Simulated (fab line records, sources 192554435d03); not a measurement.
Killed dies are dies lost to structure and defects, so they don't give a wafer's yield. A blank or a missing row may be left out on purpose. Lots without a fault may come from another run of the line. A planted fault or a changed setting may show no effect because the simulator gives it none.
fab line records | flow n5_finfet
record lots=7 wafers=21
route steps=1938 shown PASSIVATION@1922
start_h: hours from the record's first day to the start of the lot's first wafer shown | wait_h: hours since the lot's step before | " the same as in the row above | L1.1+2: a row that stands for several wafers | - no value, or no start given | * or withheld: withheld | < > ~ a bound
route shown NAME@n: a module of which the file shows steps, and the number in the route of the first | usual: mean/standard deviation of fault-free wafers | same: alike in all rows | chamber/n: place in a boat | sites: the reading at each site | _std_site: their standard deviation | _edge_site: outer sites' mean less inner sites' | radius_mm: how far each site lies from the wafer's centre | mask NAME#n: copy n | behind: the tool/chamber that last shaped the wafer | hold: why the lot was held/for how many hours/how that ended | device: the transistor (n, p or np) that didn't switch | end of line: the same wafers' tests at the end of the route | a step without rows: its recipe alone | killed: dies lost to structure and defects at the first sort, not the wafer's yield | map: a wafer's dies, x killed, . not, _ none there
set.NAME: the setting as run; set.NAME@STEP: as run at that earlier step | model.NAME: the simulator's own value behind a step, which no gauge read
lots whose settings were changed on purpose; a table a step, a row a wafer
## steps
# step N5_PASSIVATION_PEB_42
# recipe peb_temp_c=withheld peb_time_s=*
# columns lot.wafer tool chamber start_h wait_h set.peb_time_s
L078.3+5 litho_track-05 0 297.74 0.0 *
L078.4 " 0 " " *
L081.1+2 litho_track-04 0 310.06 0.1 *
L081.3 " 0 " " *
L080.1+3+6 litho_track-03 0 314.72 0.1 *
L083.2+5 litho_track-04 0 315.60 0.0 *
L083.3 " 0 " " *
L089.2+4 litho_track-03 0 370.37 0.0 *
L089.6 " 0 " " *
L090.2 litho_track-05 0 377.37 0.0 *
L090.3+5 " 0 " " *
L096.2+3+4 litho_track-04 0 404.06 0.0 *
# step N5_PASSIVATION_DEVELOP_43
# recipe develop_time_s=60 rinse_liquid=diw dry=air_spin dev_temp_c=21
# step N5_PASSIVATION_HARDBAKE_45
# recipe temp_c=130 time_s=120
# step N5_PASSIVATION_CD_MEAS_44
# recipe target_cd_nm=40000 landing_energy_ev=500 detector=se_inlens
# usual cd_nm=40001/3.6
# columns lot.wafer tool chamber start_h wait_h set.peb_time_s@PASSIVATION_PEB_42 cd_nm
L078.3 cd_sem-03 0 297.86 - * 40001
L078.4 " 0 " " * 39993
L078.5 " 0 " " * 39998
L081.1 cd_sem-01 0 310.18 - * 40003
L081.2 " 0 " " * 40005
L081.3 " 0 " " * 39994
L080.1 cd_sem-01 0 314.84 - * 40002
L080.3 " 0 " " * 40001
L080.6 " 0 " " * 40000
L083.2 cd_sem-03 0 315.72 - * 39986
L083.3 " 0 " " * 39997
L083.5 " 0 " " * 39994
L089.2 cd_sem-01 0 370.49 - * 40012
L089.4 " 0 " " * 40009
L089.6 " 0 " " * 39999
L090.2 cd_sem-02 0 377.49 - * 39991
L090.3 " 0 " " * 40001
L090.5 " 0 " " * 40001
L096.2 cd_sem-03 0 404.18 - * 39998
L096.3 " 0 " " * 40001
L096.4 " 0 " " * 40001
# step N5_PASSIVATION_SRD_72
# recipe dry=ipa_marangoni time_s=30 temp_c=23 rinse_liquid=diw
# step N5_PASSIVATION_ANNEAL_56
# recipe temp_c=400 time_s=1800 ambient=FGA idle_temp_c=300 ramp_up_c_per_min=5 ramp_down_c_per_min=3
# step N5_PASSIVATION_PROBE_49
# usual defect_limited_yield=91.4/1.5 killed_at_M0_to_M3=35/11 killed_at_M4_up=16/7 killed_at_contacts=11/5.3 killed_at_front_end=37/11 killed_at_other=3.1/2.8 killed_dies=102/18 killed_open=69/15 killed_short=31/7.8 sort_bin_4_leakage=0/0 sort_bin_5_function=5.1/1.1 sort_bin_6_memory=3.2/0.69 sort_n_pass=1078/18 sort_yield_pct=91.4/1.5
# same gross_dies=1180 killed_at_back_side=0 sort_bin_8_speed[%]=0
# columns lot.wafer tool chamber start_h wait_h set.time_s@PASSIVATION_PECVD_53 defect_limited_yield[%] killed_at_M0_to_M3 killed_at_M4_up killed_at_contacts killed_at_front_end killed_at_other killed_dies killed_open killed_short sort_bin_4_leakage[%] sort_bin_5_function[%] sort_bin_6_memory[%] sort_n_pass sort_yield_pct[%]
L078.3 prober-01 - 301.13 0.1 169.4 88.6 42 34 22 35 2 135 109 25 0 6.8 4.5 1045 88.6
L078.4 prober-01 - 301.18 0.2 169.4 88.2 55 20 21 38 5 139 100 39 0 6.8 4.7 1041 88.2
L078.5 prober-01 - 301.23 0.2 153.7 87.4 79 32 17 21 0 149 102 45 0.42 8.3 3.7 1026 86.9
L081.1 prober-01 - 313.43 0.0 169.4 90.4 63 6 11 31 2 113 59 47 0 5.5 3.1 1067 90.4
L081.2 prober-01 - 313.48 0.1 169.4 90.4 50 14 13 31 5 113 57 41 0 4.4 3.6 1067 90.4
L081.3 prober-01 - 313.53 0.1 162.9 86.5 77 21 17 44 0 159 90 51 3.56 7.2 4.6 979 83.0
L080.1 prober-02 - 318.08 0.0 169.4 93.4 33 7 7 31 0 78 55 22 0 4.1 2.4 1102 93.4
L080.3 prober-02 - 318.18 0.1 169.4 92.0 31 17 8 38 0 94 61 29 0 4.1 3.4 1086 92.0
L080.6 prober-02 - 318.33 0.3 169.4 92.2 27 16 14 35 0 92 67 25 0 4.5 3.0 1088 92.2
L083.2 prober-01 - 318.90 0.1 157.7 93.2 14 23 13 30 0 80 55 20 0 3.8 2.9 1100 93.2
L083.3 prober-01 - 318.95 0.1 169.4 91.9 25 18 17 32 4 96 60 33 0 4.2 3.8 1084 91.9
L083.5 prober-01 - 319.05 0.2 157.7 92.0 33 10 15 34 2 94 65 25 0 4.7 3.1 1086 92.0
L089.2 prober-01 - 373.68 0.1 169.4 87.6 48 32 16 48 2 146 82 45 0 8.0 4.0 1034 87.6
L089.4 prober-01 - 373.78 0.2 148.1 89.7 55 10 17 35 5 122 75 47 0 6.6 3.3 1058 89.7
L089.6 prober-01 - 373.88 0.3 169.4 89.2 43 42 10 28 4 127 65 33 0 6.8 3.8 1053 89.2
L090.2 prober-02 - 380.70 0.1 169.4 92.8 31 11 3 37 3 85 52 29 0 4.2 2.5 1095 92.8
L090.3 prober-02 - 380.75 0.1 169.4 89.5 41 13 4 54 12 124 75 38 0 6.5 3.5 1056 89.5
L090.5 prober-02 - 380.85 0.2 149.6 93.4 36 12 6 19 5 78 50 28 0 4.2 2.2 1102 93.4
L096.2 prober-02 - 407.58 0.3 169.4 88.5 42 11 14 63 6 136 99 31 0 7.1 3.9 1044 88.5
L096.3 prober-02 - 407.63 0.3 147.4 90.7 56 8 17 27 2 110 67 38 0 5.6 3.0 1070 90.7
L096.4 prober-02 - 407.68 0.4 147.4 90.8 35 21 4 46 2 108 64 29 0 5.9 2.6 1072 90.8
# killed by level:class
L078.3 MOL_CONTACT_COAG:geometric_particle:open=20 BEOL_M4:geometric_particle:open=18 STI_FIN_REVEAL:geometric_particle:open=14 BEOL_M0_SAQP:geometric_particle:open=9 DUMMY_GATE:geometric_particle:open=9 BEOL_M3:geometric_particle:open=9 BEOL_M5:geometric_particle:open=8 BEOL_M2:geometric_particle:open=7
L078.4 MOL_CONTACT_COAG:geometric_particle:open=19 BEOL_M3:geometric_particle:open=17 BEOL_M0_SAQP:geometric_particle:open=11 STI_FIN_REVEAL:geometric_particle:open=11 BEOL_M0_SAQP:geometric_particle:short=11 BEOL_M4:geometric_particle:open=8 FIN_SAQP:geometric_particle:short=7 BEOL_M1:geometric_particle:open=6
L078.5 BEOL_M4:geometric_particle:open=21 BEOL_M3:geometric_particle:open=20 BEOL_M0_SAQP:geometric_particle:short=19 MOL_CONTACT_COAG:geometric_particle:open=14 BEOL_M2:geometric_particle:open=11 BEOL_M0_SAQP:geometric_particle:open=10 BEOL_M1:geometric_particle:open=9 BEOL_M3:geometric_particle:short=6
L081.1 BEOL_M0_SAQP:geometric_particle:short=22 BEOL_M0_SAQP:geometric_particle:open=18 MOL_CONTACT_COAG:geometric_particle:open=9 BEOL_M0_SAQP:area_peb=7 BEOL_M1:geometric_particle:open=6 GATE_CUT:geometric_particle:short=5 FIN_SAQP:geometric_particle:open=4 FIN_SAQP:geometric_particle:short=4
L081.2 MOL_CONTACT_COAG:geometric_particle:open=11 BEOL_M0_SAQP:area_peb=11 FIN_SAQP:geometric_particle:short=10 BEOL_M0_SAQP:geometric_particle:open=10 BEOL_M0_SAQP:geometric_particle:short=9 BEOL_M1:geometric_particle:open=7 FIN_SAQP:geometric_particle:open=5 DUMMY_GATE:geometric_particle:open=4
L081.3 BEOL_M0_SAQP:geometric_particle:open=30 BEOL_M0_SAQP:geometric_particle:short=27 FIN_SAQP:geometric_particle:open=18 MOL_CONTACT_COAG:geometric_particle:open=13 BEOL_M0_SAQP:area_peb=13 FIN_SAQP:geometric_particle:short=9 BEOL_M4:geometric_particle:open=8 DUMMY_GATE:geometric_particle:open=5
L080.1 STI_FIN_REVEAL:geometric_particle:open=9 MOL_CONTACT_COAG:geometric_particle:open=7 BEOL_M0_SAQP:geometric_particle:short=7 BEOL_M0_SAQP:geometric_particle:open=7 BEOL_M2:geometric_particle:open=6 FIN_SAQP:geometric_particle:short=5 BEOL_M3:geometric_particle:open=5 BEOL_M1:geometric_particle:open=4
L080.3 BEOL_M1:geometric_particle:open=11 FIN_SAQP:geometric_particle:open=10 BEOL_M0_SAQP:geometric_particle:open=9 FIN_SAQP:geometric_particle:short=7 BEOL_M0_SAQP:geometric_particle:short=6 MOL_CONTACT_COAG:geometric_particle:open=5 STI_FIN_REVEAL:geometric_particle:open=4 HKMG_FIN:area_etch=4
L080.6 FIN_SAQP:geometric_particle:open=10 BEOL_M1:geometric_particle:open=8 MOL_CONTACT_COAG:geometric_particle:short=7 STI_FIN_REVEAL:geometric_particle:open=7 MOL_CONTACT_COAG:geometric_particle:open=7 BEOL_M4:geometric_particle:open=7 BEOL_M3:geometric_particle:open=4 STARTING-WAFER:geometric_particle:open=4
L083.2 STI_FIN_REVEAL:geometric_particle:open=10 MOL_CONTACT_COAG:geometric_particle:open=10 BEOL_M4:geometric_particle:short=8 BEOL_M4:geometric_particle:open=6 DUMMY_GATE:geometric_particle:open=5 BEOL_M0_SAQP:geometric_particle:open=5 BEOL_M5:geometric_particle:open=5 GATE_CUT:geometric_particle:open=4
L083.3 MOL_CONTACT_COAG:geometric_particle:open=14 BEOL_M4:geometric_particle:open=8 BEOL_M0_SAQP:geometric_particle:short=7 FIN_SAQP:geometric_particle:open=6 BEOL_M1:geometric_particle:open=5 STI_FIN_REVEAL:geometric_particle:open=4 ILD0:geometric_particle:open=4 BEOL_M2:geometric_particle:open=4
L083.5 MOL_CONTACT_COAG:geometric_particle:open=11 STI_FIN_REVEAL:geometric_particle:open=9 BEOL_M1:geometric_particle:open=8 BEOL_M2:geometric_particle:open=8 GATE_CUT:geometric_particle:open=7 GATE_CUT:geometric_particle:short=5 FIN_SAQP:geometric_particle:open=4 BEOL_M0_SAQP:geometric_particle:open=4
L089.2 BEOL_M11:area_etch=18 FIN_SAQP:geometric_particle:open=17 MOL_CONTACT_COAG:geometric_particle:open=12 BEOL_M0_SAQP:geometric_particle:open=10 BEOL_M2:geometric_particle:open=10 FIN_SAQP:geometric_particle:short=9 BEOL_M0_SAQP:geometric_particle:short=8 STI_FIN_REVEAL:geometric_particle:open=7
L089.4 MOL_CONTACT_COAG:geometric_particle:open=17 BEOL_M3:geometric_particle:open=12 GATE_CUT:geometric_particle:short=11 BEOL_M0_SAQP:geometric_particle:short=11 BEOL_M2:geometric_particle:open=10 BEOL_M2:geometric_particle:short=7 FIN_SAQP:geometric_particle:open=5 BEOL_M1:geometric_particle:open=5
L089.6 BEOL_M11:area_etch=27 BEOL_M3:geometric_particle:open=10 MOL_CONTACT_COAG:geometric_particle:open=8 BEOL_M2:geometric_particle:open=8 BEOL_M0_SAQP:geometric_particle:open=7 BEOL_M4:geometric_particle:open=6 BEOL_M1:geometric_particle:open=5 FIN_SAQP:geometric_particle:open=4
L090.2 FIN_SAQP:geometric_particle:open=12 FIN_SAQP:geometric_particle:short=7 BEOL_M3:geometric_particle:open=6 BEOL_M1:geometric_particle:open=5 BEOL_M2:geometric_particle:open=5 BEOL_M4:geometric_particle:open=5 SPACER0:geometric_particle:short=4 BEOL_M2:geometric_particle:short=4
L090.3 FIN_SAQP:geometric_particle:short=14 BEOL_M3:geometric_particle:open=14 BEOL_M2:geometric_particle:open=11 FIN_SAQP:geometric_particle:open=10 SD_EPI_N:area_peb=10 STI_FIN_REVEAL:geometric_particle:open=6 MIM_TOP:geometric_particle:short=5 BEOL_M4:geometric_particle:open=5
L090.5 BEOL_M2:geometric_particle:open=12 BEOL_M2:geometric_particle:short=10 BEOL_M3:geometric_particle:open=8 BEOL_M4:geometric_particle:open=8 FIN_SAQP:geometric_particle:short=4 MOL_CONTACT_COAG:geometric_particle:open=4 STARTING-WAFER:geometric_particle:short=4 FIN_SAQP:geometric_particle:open=3
L096.2 STI_FIN_REVEAL:geometric_particle:open=20 FIN_SAQP:geometric_particle:open=19 BEOL_M3:geometric_particle:open=12 BEOL_M2:geometric_particle:open=11 MOL_CONTACT_COAG:geometric_particle:open=9 BEOL_M0_SAQP:geometric_particle:open=6 STI_FIN_REVEAL:geometric_particle:short=5 MOL_CONTACT_COAG:geometric_particle:short=5
L096.3 MOL_CONTACT_COAG:geometric_particle:open=15 BEOL_M0_SAQP:geometric_particle:short=12 BEOL_M1:geometric_particle:open=12 BEOL_M0_SAQP:geometric_particle:open=10 BEOL_M2:geometric_particle:open=8 BEOL_M1:geometric_particle:short=6 HKMG_FIN:area_etch=5 BEOL_M3:geometric_particle:open=4
L096.4 STI_FIN_REVEAL:geometric_particle:open=14 BEOL_M2:geometric_particle:open=11 BEOL_M10:area_etch=10 BEOL_M0_SAQP:geometric_particle:short=6 BEOL_M1:geometric_particle:open=6 FIN_SAQP:geometric_particle:open=5 BEOL_M4:geometric_particle:open=5 HKMG_FIN:area_etch=5
## key
split step=N5_PASSIVATION_PEB_42 setting=peb_time_s stated=* by=wafer
response step=N5_PASSIVATION_CD_MEAS_44 reading=cd_nm change=+0.575 per=1% r=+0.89
split outside_this_file step=N5_PASSIVATION_PECVD_53 setting=time_s
# split outside_this_file: this setting was split too, and the file shows its column; the key of that split is in another file
